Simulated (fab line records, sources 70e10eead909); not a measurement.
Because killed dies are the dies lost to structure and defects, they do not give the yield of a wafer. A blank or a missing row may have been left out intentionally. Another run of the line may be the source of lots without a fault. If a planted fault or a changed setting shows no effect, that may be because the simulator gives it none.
fab line records	flow nandHarc
record lots=7	wafers=21	lastDay=33
route steps=1302 shown P_M1@298 END@1302
lots untouched by any fault: they come from a run of this same line in which no faults occurred
startH: hours from the record's opening day to when the first of the lot's shown wafers began	waitH: hours from the lot's prior step to this one	" same as the row above	L1.1+2: a single row standing in for several wafers	- either no value or no given start	* or withheld: withheld	< > ~ a bound
route shown NAME@n: a module of which the file shows steps, and the number in the route of the first	usual: mean and standard deviation over wafers with no fault	same: alike in all rows	chamber/n: place in a boat	sites: the reading at each site	_std_site: the standard deviation of these	_edge_site: inner sites' mean taken away from outer sites' mean	radiusMm: for every site, how far away it sits from the centre of the wafer	mask NAME#n: copy n	behind: the last tool/chamber to shape the wafer	hold: why the lot went on hold/how many hours it stayed there/how the hold came to an end	device: the transistor (n, p or np) that didn't switch	end of line: the route-end tests of the same wafers	where a step has no rows: the recipe by itself	killed: count of dies lost to structure and defects at first sort (not the wafer's yield)	map: dies across one wafer; x = killed, . = not, _ = none there
set.NAME: the run value of the setting; set.NAME@STEP: its run value at that earlier step	model.NAME: the simulator's own value behind a step, which no gauge read
a table for each step, a row for each wafer; lots at some steps of the route
services: from which hour (startH, from the record's first day; less than 0 if before it) a tool's chamber was out of use, for how many hours, and why
## steps
# step NHARC_P_M1_DESCUM_14
# recipe timeS=3	o2FlowSccm=200	arFlowSccm=0	biasPowerW=0	chemistry=O2
# usual drypumpMotorCurrentA=5.5/0.49	oesProductAu=1.002/0.012	rfVppV=57.7/1	showerheadPlenumPTorr=1.88/0.08	throttleValvePct=11.311/0.01
lot.wafer	tool	chamber	startH	waitH	drypumpMotorCurrentA	oesProductAu	rfHoursCounterH	rfVppV	showerheadPlenumPTorr	throttleValvePct
L846.1	rieDiel-07	2	166.36	0.1	5.3	1.034	1	57.2	1.94	11.304
L846.2	"	3	"	"	5.9	0.997	2	55.7	1.81	11.289
L846.3	"	1	"	"	4.7	1.002	2	56.0	1.79	11.306
L849.1	rieDiel-07	3	201.11	0.1	5.9	1.004	5	57.5	1.81	11.314
L849.4	"	2	"	"	5.4	1.018	-	59.2	1.94	11.293
L849.5	"	3	"	"	5.9	1.005	-	56.2	1.81	11.323
L853.3	rieDiel-05	0	247.75	0.1	5.3	1.006	0	57.4	2.00	11.306
L853.6	"	2	"	"	6.3	0.991	-	57.5	1.80	11.313
L853.5	"	3	"	"	5.2	0.993	-	57.4	1.91	11.305
L854.2	rieDiel-05	3	248.49	0.1	5.2	0.996	0	57.5	1.91	11.313
L854.3	"	0	"	"	5.3	1.002	0	57.9	2.00	11.319
L854.4	"	2	"	"	6.2	0.998	0	55.7	1.80	11.300
L855.2	rieDiel-07	1	271.59	0.1	4.6	1.000	10	57.1	1.78	11.314
L855.3	"	2	"	"	5.3	1.013	9	57.4	1.94	11.302
L855.4	"	3	"	"	5.8	1.002	9	57.2	1.81	11.304
L856.2	rieDiel-05	0	273.50	0.1	5.3	1.010	2	59.6	2.00	11.318
L856.4	"	1	"	"	5.5	1.003	3	58.7	1.83	11.300
L856.1	"	3	"	"	5.2	0.996	3	57.2	1.91	11.310
L863.1	rieDiel-07	1	342.62	0.1	4.6	0.980	2	57.1	1.78	11.315
L863.3	"	3	"	"	5.8	0.986	2	58.8	1.81	11.301
L863.5	"	1	"	"	4.7	0.983	-	56.9	1.78	11.301
# step NHARC_P_M1_ETCH_35
# recipe targetDepthA=400	overetchA=120	timeS=43.94	ionEnergyEv=200	n2FlowSccm=150	h2FlowSccm=150	arFlowSccm=0	rfW=400	biasW=150	chemistry=N2/H2
# usual drypumpMotorCurrentA=5.5/0.49	h2FlowSccm=150.0/0.5	oesProductAu=1.003/0.012	rfFwdPowerW=394.3/2.1	rfVppV=429.5/2.4	showerheadPlenumPTorr=2.00/0.084	throttleValvePct=14.172/0.0089
lot.wafer	tool	chamber	startH	waitH	drypumpMotorCurrentA	h2FlowSccm	oesProductAu	rfFwdPowerW	rfHoursCounterH	rfVppV	showerheadPlenumPTorr	throttleValvePct
L846.2	rieDiel-07	0	166.45	0.1	5.8	150.0	1.005	396.6	2	431.8	2.05	14.158
L846.3	"	1	"	"	4.7	150.3	1.007	398.4	2	427.9	1.90	14.182
L846.1	"	2	"	"	5.4	150.0	1.029	392.1	1	431.7	2.07	14.176
L849.1	rieDiel-07	2	201.21	0.1	5.3	150.4	1.014	393.1	4	430.8	2.07	14.185
L849.4	"	1	"	"	4.6	150.9	1.000	396.6	-	427.2	1.90	14.163
L849.5	"	3	"	"	5.9	149.6	0.998	390.4	-	427.7	1.92	14.177
L853.3	rieDiel-05	1	247.83	0.1	5.5	149.3	1.002	394.4	0	427.4	1.94	14.184
L853.6	"	3	"	"	5.2	149.8	0.996	394.9	-	431.1	2.04	14.173
L853.5	"	0	"	"	5.3	149.7	1.005	395.4	-	434.2	2.14	14.170
L854.2	rieDiel-05	0	248.57	0.1	5.3	149.8	1.015	395.1	1	431.9	2.14	14.167
L854.4	"	1	"	"	5.5	150.6	1.010	392.7	0	426.9	1.94	14.193
L854.3	"	3	"	"	5.2	149.7	0.999	394.0	0	430.9	2.04	14.175
L855.3	rieDiel-07	0	271.67	0.1	5.8	150.0	0.997	392.3	7	429.9	2.05	14.173
L855.2	"	1	"	"	4.6	149.8	1.004	396.4	10	425.9	1.90	14.181
L855.4	"	3	"	"	5.9	150.2	0.994	391.9	9	425.9	1.92	14.166
L856.4	rieDiel-05	1	273.59	0.1	5.5	149.9	1.012	395.2	3	427.3	1.94	14.171
L856.1	"	3	"	"	5.2	149.7	1.007	393.8	3	431.8	2.04	14.159
L856.2	"	0	"	"	5.3	149.8	1.009	394.5	2	432.6	2.14	14.180
L863.3	rieDiel-07	0	342.70	0.1	5.8	151.1	1.009	398.7	2	431.5	2.05	14.168
L863.1	"	3	"	"	5.9	150.5	0.997	390.7	2	426.1	1.92	14.170
L863.5	"	1	"	"	4.6	150.7	0.991	397.4	-	427.8	1.90	14.178
# step NHARC_P_M1_ETCH_15
# recipe targetDepthA=1825	timeS=91.2	c4f8FlowSccm=withheld	arFlowSccm=400	rfW=600	biasW=300	chemistry=C4F8/Ar
# usual oesProductAu=0.963/0.019	rfFwdPowerW=595.3/2.5	rfVppV=439.7/2.6
lot.wafer	tool	chamber	startH	waitH	oesProductAu	rfFwdPowerW	rfHoursCounterH	rfVppV
L846.2	rieDiel-07	2	-	-	0.951	592.9	1	440.5
L846.3	"	3	"	"	0.956	593.2	2	438.1
L846.1	"	1	"	"	0.992	595.6	2	436.7
L849.1	rieDiel-07	1	-	-	0.966	597.8	5	436.8
L849.5	"	3	"	"	0.956	593.1	-	438.0
L849.4	"	1	"	"	0.955	598.9	-	436.5
L853.3	rieDiel-05	1	-	-	0.986	595.9	0	437.0
L853.5	"	0	"	"	0.990	596.6	-	444.3
L853.6	"	1	"	"	0.984	594.7	-	438.8
L854.3	rieDiel-05	3	-	-	0.949	594.7	0	440.9
L854.2	"	0	"	"	0.969	595.7	1	442.5
L854.4	"	1	"	"	0.978	592.5	1	437.9
L855.2	rieDiel-07	2	-	-	0.985	594.6	9	442.8
L855.3	"	3	"	"	0.974	592.9	9	436.8
L855.4	"	1	"	"	0.969	595.7	10	436.6
L856.1	rieDiel-05	0	-	-	0.975	593.3	2	443.8
L856.2	"	1	"	"	0.967	592.0	3	438.0
L856.4	"	2	"	"	0.963	598.0	3	436.5
L863.3	rieDiel-07	3	-	-	0.949	593.0	2	438.6
L863.1	"	0	"	"	0.972	595.7	2	440.7
L863.5	"	3	"	"	0.950	592.4	-	437.4
# step NHARC_P_M1_CD_MEAS_16
# usual cdNm=129.9/0.69
lot.wafer	tool	chamber	startH	waitH	cdNm
L846.1	cdSem-02	-	166.67	-	129.6
L846.2	"	-	"	"	129.8
L846.3	"	-	"	"	129.1
L849.1	cdSem-03	-	201.44	-	129.6
L849.4	"	-	"	"	130.9
L849.5	"	-	"	"	130.9
L853.3	cdSem-02	-	248.04	-	129.1
L853.5	"	-	"	"	130.0
L853.6	"	-	"	"	131.2
L854.2	cdSem-03	-	248.80	-	128.7
L854.3	"	-	"	"	129.4
L854.4	"	-	"	"	130.6
L855.2	cdSem-03	-	271.89	-	130.3
L855.3	"	-	"	"	129.4
L855.4	"	-	"	"	129.5
L856.1	cdSem-03	-	273.81	-	129.4
L856.2	"	-	"	"	129.3
L856.4	"	-	"	"	129.6
L863.1	cdSem-03	-	342.92	-	130.3
L863.3	"	-	"	"	130.4
L863.5	"	-	"	"	130.1
# step NHARC_P_M1_STRIP_18
# recipe powerW=1000	n2FlowSccm=150	h2FlowSccm=150	arFlowSccm=0	biasW=0	chemistry=N2/H2
# step NHARC_P_M1_ETCH_28
# recipe targetDepthA=300	overEtchFrac=0.3	timeS=72.99	ionEnergyEv=150	cf4FlowSccm=50	n2FlowSccm=100	arFlowSccm=150	rfW=300	biasW=100	chemistry=CF4/N2
# step NHARC_P_M1_STRIP_19
# recipe timeS=600	tempC=30	chemistry=postEtchResidueRemover
# step NHARC_P_M1_DEGAS_29
# recipe tempC=250	timeS=60
# usual heaterPowerW=322/27
lot.wafer	tool	chamber	startH	waitH	heaterPowerW
L846.2	pvdSputter-03	-	167.38	-	290
L846.1	"	-	"	"	304
L846.3	"	-	"	"	290
L849.4	pvdSputter-02	-	202.16	-	296
L849.1	"	-	"	"	315
L849.5	"	-	"	"	297
L853.3	pvdSputter-03	-	248.75	-	354
L853.5	"	-	"	"	318
L853.6	"	-	"	"	344
L854.2	pvdSputter-01	-	249.52	-	337
L854.3	"	-	"	"	356
L854.4	"	-	"	"	377
L855.3	pvdSputter-03	-	272.60	-	283
L855.2	"	-	"	"	327
L855.4	"	-	"	"	349
L856.2	pvdSputter-02	-	274.52	-	300
L856.4	"	-	"	"	346
L856.1	"	-	"	"	315
L863.3	pvdSputter-02	-	343.70	-	325
L863.1	"	-	"	"	310
L863.5	"	-	"	"	323
# step NHARC_P_M1_PRE_CLEAN_30
# recipe timeS=30	tempC=280	gas=H2/He
# usual heaterPowerW=401/34
lot.wafer	tool	chamber	startH	waitH	heaterPowerW
L846.3	pvdSputter-03	-	-	-	452
L846.1	"	-	"	"	355
L846.2	"	-	"	"	354
L849.4	pvdSputter-02	-	-	-	390
L849.1	"	-	"	"	363
L849.5	"	-	"	"	413
L853.3	pvdSputter-03	-	-	-	422
L853.6	"	-	"	"	336
L853.5	"	-	"	"	389
L854.4	pvdSputter-01	-	-	-	366
L854.2	"	-	"	"	416
L854.3	"	-	"	"	461
L855.3	pvdSputter-03	-	-	-	367
L855.4	"	-	"	"	347
L855.2	"	-	"	"	382
L856.1	pvdSputter-02	-	-	-	426
L856.2	"	-	"	"	435
L856.4	"	-	"	"	399
L863.1	pvdSputter-02	-	-	-	421
L863.3	"	-	"	"	397
L863.5	"	-	"	"	430
# step NHARC_P_M1_PVD_20
# recipe targetThkA=50	biasV=168.6	powerW=15000	chamberPressurePa=0.12	timeS=8.06	substrateTempC=50	material=TaN
# step NHARC_P_M1_PVD_21
# recipe targetThkA=300	chamberPressurePa=5	powerW=5000	substrateTempC=30	timeS=20.49	material=Cu
# step NHARC_P_M1_ECD_22
# recipe targetThkA=4000	bathTempC=25	material=Cu
# step NHARC_P_M1_ANNEAL_31
# recipe tempC=225	timeS=90
# usual annealTempC=224.97/0.17	annealTempCMax=226.0/0.3	wafer_temp_C_max=226.3/0.4
lot.wafer	tool	chamber	startH	waitH	annealTempC	annealTempCMax	wafer_temp_C_max
L846.1	rtpAnneal-01	0	168.12	0.3	224.95	226.4	226.5
L846.2	"	0	"	"	225.04	226.2	226.2
L846.3	"	0	"	"	225.10	226.1	226.6
L849.1	rtpAnneal-02	0	202.89	-	224.72	225.5	226.1
L849.4	"	0	"	"	224.63	225.7	226.1
L849.5	"	0	"	"	224.84	225.9	225.9
L853.3	rtpAnneal-01	-	249.59	0.3	-	-	-
L853.5	"	-	"	"	-	-	-
L853.6	"	-	"	"	-	-	-
L854.2	rtpAnneal-02	-	250.45	0.5	-	-	-
L854.3	"	-	"	"	-	-	-
L854.4	"	-	"	"	-	-	-
L855.2	rtpAnneal-02	-	273.39	-	-	-	-
L855.3	"	-	"	"	-	-	-
L855.4	"	-	"	"	-	-	-
L856.1	rtpAnneal-01	0	275.26	0.3	224.87	226.2	226.7
L856.2	"	0	"	"	225.18	226.6	226.4
L856.4	"	0	"	"	224.84	226.4	227.0
L863.1	rtpAnneal-02	0	344.43	-	224.76	225.5	225.9
L863.3	"	0	"	"	224.96	225.8	226.4
L863.5	"	0	"	"	224.79	225.8	226.3
# step NHARC_P_M1_CMP_23
# recipe tOverpolishS=20	targetThkNm=157.82
# step NHARC_END_SORT_01
# recipe tempC=25
# usual defectLimitedYield=91.2/2.8	killedAtArray=56/19	killedAtOther=0.8/1.1	killedAtPeriphery=3.4/2.5	killedDies=60/19	killedOpen=2.9/1.7	killedShort=2.4/1.6
# same grossDies=677
lot.wafer	tool	chamber	startH	waitH	defectLimitedYield[%]	killedAtArray	killedAtOther	killedAtPeriphery	killedDies	killedOpen	killedShort
L849.1	prober-02	0	631.66	2.5	88.2	68	4	8	80	3	4
L849.4	prober-02	0	634.08	3.4	86.3	76	3	14	93	7	6
L849.5	prober-02	0	634.89	3.7	87.3	75	3	8	86	2	3
L854.2	prober-02	0	682.09	2.8	87.3	54	2	30	86	1	3
L854.3	prober-02	0	682.88	3.1	88.3	51	2	26	79	4	4
L854.4	prober-02	0	683.66	3.4	87.6	62	0	22	84	3	4
L856.1	prober-02	0	709.12	2.6	95.4	28	0	3	31	4	3
L856.2	prober-02	0	709.91	2.8	94.8	31	1	3	35	3	2
L856.4	prober-02	0	711.49	3.4	95.6	27	1	2	30	2	1
L855.2	prober-01	0	709.83	2.8	91.1	36	0	24	60	2	1
L855.3	prober-01	0	710.63	3.1	87.6	49	0	35	84	5	2
L855.4	prober-01	0	711.43	3.4	88.0	45	0	36	81	1	2
L863.1	prober-02	0	779.29	2.5	90.7	59	0	4	63	5	2
L863.3	prober-02	0	780.88	3.1	91.1	57	0	3	60	3	2
L863.5	prober-02	0	782.47	3.7	91.9	53	1	1	55	1	4
# killed by level:class
L849.1 A_SLIT:chamberFilmFlake=31 A_CHANNEL_HOLE_D2:chamberFilmFlake=19 A_CONTACT:chamberFilmFlake=6 P_CONTACT:chamberFilmFlake=5 A_CHANNEL_HOLE_D1:chamberFilmFlake=4 THIN_TSV:chamberFilmFlake=4 A_DECK1_JOINT:geometricParticle:short=2 P_M2:geometricParticle:open=1
L849.4 A_SLIT:chamberFilmFlake=30 A_CHANNEL_HOLE_D2:chamberFilmFlake=27 P_CONTACT:chamberFilmFlake=9 A_CHANNEL_HOLE_D1:chamberFilmFlake=3 THIN_TSV:chamberFilmFlake=3 A_CONTACT:chamberFilmFlake=3 P_M0:geometricParticle:short=2 A_DECK1_JOINT:geometricParticle:open=2
L849.5 A_SLIT:chamberFilmFlake=29 A_CHANNEL_HOLE_D2:chamberFilmFlake=28 A_CONTACT:chamberFilmFlake=9 P_CONTACT:chamberFilmFlake=6 THIN_TSV:chamberFilmFlake=3 A_CHANNEL_HOLE_D1:chamberFilmFlake=2 P_M0:geometricParticle:open=1 P_M1:geometricParticle:open=1
L854.2 P_M1:areaAnneal=26 A_CHANNEL_HOLE_D1:chamberFilmFlake=25 A_CHANNEL_HOLE_D2:chamberFilmFlake=19 A_SLIT:chamberFilmFlake=3 P_CONTACT:geometricParticle:short=2 A_CHANNEL_FILL_D2:chamberFilmFlake=2 THIN_TSV:chamberFilmFlake=2 A_ONON_D1:geometricParticle:open=1
L854.3 A_CHANNEL_HOLE_D1:chamberFilmFlake=26 P_M1:areaAnneal=23 A_CHANNEL_HOLE_D2:chamberFilmFlake=8 A_CONTACT:chamberFilmFlake=4 A_CHANNEL_FILL_D2:geometricParticle:open=3 A_WL_FILL:chamberFilmFlake=2 A_DECK1_JOINT:chamberFilmFlake=2 A_STAIRCASE:chamberFilmFlake=2
L854.4 A_CHANNEL_HOLE_D1:chamberFilmFlake=26 P_M1:areaAnneal=21 A_CHANNEL_HOLE_D2:chamberFilmFlake=14 A_CONTACT:chamberFilmFlake=5 A_SLIT:chamberFilmFlake=4 A_WL_FILL:chamberFilmFlake=4 A_ONON_D1:geometricParticle:open=2 A_ONON_D1:geometricParticle:short=2
L856.1 A_CHANNEL_HOLE_D1:chamberFilmFlake=8 A_CONTACT:chamberFilmFlake=4 A_STAIRCASE:chamberFilmFlake=4 P_GATE:chamberFilmFlake=2 A_SLIT:chamberFilmFlake=2 A_WL_FILL:chamberFilmFlake=2 P_CONTACT:geometricParticle:open=1 A_ONON_D1:geometricParticle:short=1
L855.2 P_M1:areaAnneal=24 A_CHANNEL_HOLE_D2:chamberFilmFlake=17 A_CONTACT:chamberFilmFlake=4 A_CHANNEL_HOLE_D1:chamberFilmFlake=3 A_SLIT:chamberFilmFlake=3 A_M1:chamberFilmFlake=3 A_DECK1_JOINT:chamberFilmFlake=2 A_CHANNEL_HOLE_D1:geometricParticle:short=1
L856.2 A_CHANNEL_HOLE_D1:chamberFilmFlake=13 A_SLIT:chamberFilmFlake=5 A_STAIRCASE:chamberFilmFlake=3 A_CONTACT:chamberFilmFlake=3 P_GATE:chamberFilmFlake=2 A_DECK1_JOINT:chamberFilmFlake=2 P_CONTACT:geometricParticle:open=1 A_SOURCE_PLATE:geometricParticle:open=1
L855.3 P_M1:areaAnneal=30 A_CHANNEL_HOLE_D2:chamberFilmFlake=22 A_CONTACT:chamberFilmFlake=7 A_CHANNEL_HOLE_D1:chamberFilmFlake=6 A_STAIRCASE:chamberFilmFlake=4 A_SLIT:chamberFilmFlake=3 A_ONON_D1:geometricParticle:short=2 A_M0:geometricParticle:open=2
L855.4 P_M1:areaAnneal=32 A_CHANNEL_HOLE_D2:chamberFilmFlake=19 A_CHANNEL_HOLE_D1:chamberFilmFlake=10 A_STAIRCASE:chamberFilmFlake=5 A_SLIT:chamberFilmFlake=4 A_CONTACT:chamberFilmFlake=4 P_STI:chamberFilmFlake=2 P_STI:geometricParticle:short=1
L856.4 A_CHANNEL_HOLE_D1:chamberFilmFlake=10 A_CONTACT:chamberFilmFlake=7 A_SLIT:chamberFilmFlake=4 A_WL_FILL:chamberFilmFlake=2 P_CONTACT:geometricParticle:open=1 A_WL_FILL:geometricParticle:short=1 A_M0:geometricParticle:open=1 P_GATE:chamberFilmFlake=1
L863.1 A_SLIT:chamberFilmFlake=38 A_CONTACT:chamberFilmFlake=7 A_CHANNEL_FILL_D2:chamberFilmFlake=3 A_CHANNEL_FILL_D1:chamberFilmFlake=2 A_STAIRCASE:chamberFilmFlake=2 P_CONTACT:geometricParticle:open=1 P_M0:geometricParticle:open=1 A_SOURCE_PLATE:geometricParticle:short=1
L863.3 A_SLIT:chamberFilmFlake=31 A_CONTACT:chamberFilmFlake=8 A_CHANNEL_FILL_D1:chamberFilmFlake=4 A_CHANNEL_HOLE_D1:unspecified=3 A_STAIRCASE:chamberFilmFlake=3 P_GATE:geometricParticle:open=1 A_ONON_D1:geometricParticle:open=1 A_CHANNEL_FILL_D1:geometricParticle:short=1
L863.5 A_SLIT:chamberFilmFlake=31 A_CONTACT:chamberFilmFlake=7 A_CHANNEL_FILL_D1:chamberFilmFlake=4 A_CHANNEL_FILL_D2:chamberFilmFlake=3 A_CHANNEL_FILL_D1:geometricParticle:short=1 A_ONON_D2:geometricParticle:short=1 A_CHANNEL_HOLE_D2:geometricParticle:short=1 A_WL_FILL:geometricParticle:short=1
# map L854.2 (x killed, . not)
____________.____________
_________xx....._________
_______xxxx.x....._______
______.xxx.........______
_____x.xxx.........._____
____.xxxxx...........____
____..xxxx...........____
___.x.x...x...........___
___...x......x........___
__...x.x.....xxx.......__
__...........x.........__
_..........xxx.........._
_..x......xxxx.x........_
_.....x..xxxx..........._
_......x..x.x...x......._
_.....x...xxx.x.x......._
.......x.x...x...........
.........x...............
........x...x.x..........
....x....................
.............x...........
_...x......x............_
_.....x......x..x......._
_..........x.......x...._
_........x..........x..._
_..x...................._
__...x.....x.x...x.....__
__...........x.........__
___..............x....___
___....x..............___
____.............x...____
____.................____
_____..............._____
______.............______
_______.......x..._______
_________......._________
____________.____________
# map L855.3 (x killed, . not)
____________.____________
_________......._________
_______..........._______
______.............______
_____..............._____
____......x....x.....____
____......x..........____
___.xxx.x.....x.....x.___
___...........x.......___
__........xxxxx........__
__.......x.xxxx........__
_......xx.x.xxxx........_
_.x...xxx.x.xxx........._
_..x......xxxx.........._
_......x.x.x.x.........._
_.....x..xxxxx.........._
.............x...........
.....x...x...x...........
......x....x..x..........
.x.......x..x............
..........x..............
_..........x..xxx......._
_.........x............._
_..xx.......x..........._
_............x.........._
_..........x............_
__x.............x.x....__
__........x...........x__
___.x.................___
___...................___
____..............x.x____
____.....x...........____
_____x.x.x.........._____
______.........x...______
_______..........._______
_________......._________
____________.____________
## services
tool	chamber	startH	hours	kind
rieDiel-07	2	160.20	5.7	repair
rieDiel-07	0	162.68	-	clean
rieDiel-07	1	162.68	-	clean
rieDiel-07	3	162.68	-	clean
rieDiel-07	0	166.78	35.2	repair
pvdSputter-03	-	170.00	10.0	pm
rieDiel-05	-	171.47	5.2	repair
rieDiel-07	1	187.18	-	clean
rieDiel-07	2	187.18	-	clean
rieDiel-07	3	187.18	-	clean
rieDiel-07	2	196.63	1.9	repair
rieDiel-07	0	211.68	-	clean
rieDiel-07	1	211.68	-	clean
rieDiel-07	2	211.68	-	clean
rieDiel-07	3	211.68	-	clean
pvdSputter-01	-	226.02	10.0	pm
rieDiel-05	-	229.60	9.0	pm
rieDiel-07	0	236.18	-	clean
pvdSputter-03	-	246.59	1.0	repair
pvdSputter-02	-	247.77	8.5	repair
pvdSputter-02	-	282.00	10.0	pm
rieDiel-07	-	306.18	9.0	pm
rieDiel-05	0	335.23	14.1	repair
pvdSputter-01	-	339.34	8.4	repair
## key
firstSign step=NHARC_P_M1_ANNEAL_31	reading=toolRecord	direction=missing
effect step=NHARC_END_SORT_01	reading=killedAtPeriphery	direction=up	sigmas=10	usual=3.4	struck=28.8
metAt NHARC_P_M1_ANNEAL_31
struckWafers L853.3,L853.5,L853.6,L854.2,L854.3,L854.4,L855.2,L855.3,L855.4
sortLeftOut L853.3,L853.5,L853.6
onsetBetween 202.89 249.59
fault kind=skippedStepWhole	tool=rtpAnneal-01,rtpAnneal-02	chamber=-	onsetH=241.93	steps=NHARC_P_M1_ANNEAL_31	scope=struckLotsOnly
# sortLeftOut: the simulated sort isn't trusted on such a fault, so these wafers' sort isn't shown, and their yield isn't known
